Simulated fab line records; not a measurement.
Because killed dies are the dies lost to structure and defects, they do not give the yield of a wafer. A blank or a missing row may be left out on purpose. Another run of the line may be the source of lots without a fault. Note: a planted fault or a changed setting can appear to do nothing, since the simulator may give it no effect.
Matching of chambers ; flow n5-finfet ; N5_BEOL_M0_SAQP_ETCH_101 on rie-diel-03: 4 sister chambers
The step etches SiNx in CH3F/O2, target depth 29.9 nm, time 42.7 s. 7 wafers are shown with their chamber, then 8 later ones without.

EACH WAFER AND ITS CHAMBER
wafer;chamber;drypump-motor-current-A (A);throttle-valve-pct (%)
L080.6;1;5.98;16.29
L081.4;2;6.04;16.46
L081.6;3;5.71;16.53
L088.1;1;5.92;16.32
L088.2;3;5.71;16.57
L088.3;0;6.41;16.10
L088.4;2;6.05;16.49

WAFERS WHOSE CHAMBER IS MISSING
wafer;drypump-motor-current-A (A);throttle-valve-pct (%)
L088.5;6.05;16.49
L088.6;5.94;16.33
L091.4;6.40;16.11
L091.5;6.06;16.49
L091.6;5.94;16.32
L096.3;5.95;16.35
L096.5;6.42;16.13
L096.6;5.96;16.35

THE CHAMBER EACH PASSED THROUGH
wafer;from the rows above;in truth
L088.5;2;2
L088.6;1;1
L091.4;0;0
L091.5;2;2
L091.6;1;1
L096.3;1;1
L096.5;0;0
L096.6;1;1
Correctly placed: 8 of 8. Number that these rows cannot place: 0. Number placed wrongly: 0.
How it was worked out, from the rows above alone: a wafer's distance from a chamber is the root of the sum, over the readings, of the square of ((its reading less the chamber's mean) divided by the reading's scatter). The wafer belongs to the nearest chamber; if the next one is less than 2 further off, it can't be placed. For every chamber, the mean is computed from those of its wafers that are shown. The scatter is the square root of a quotient: the sum, over the shown wafers, of each reading's squared deviation from its chamber's mean, divided by wafers minus chambers.
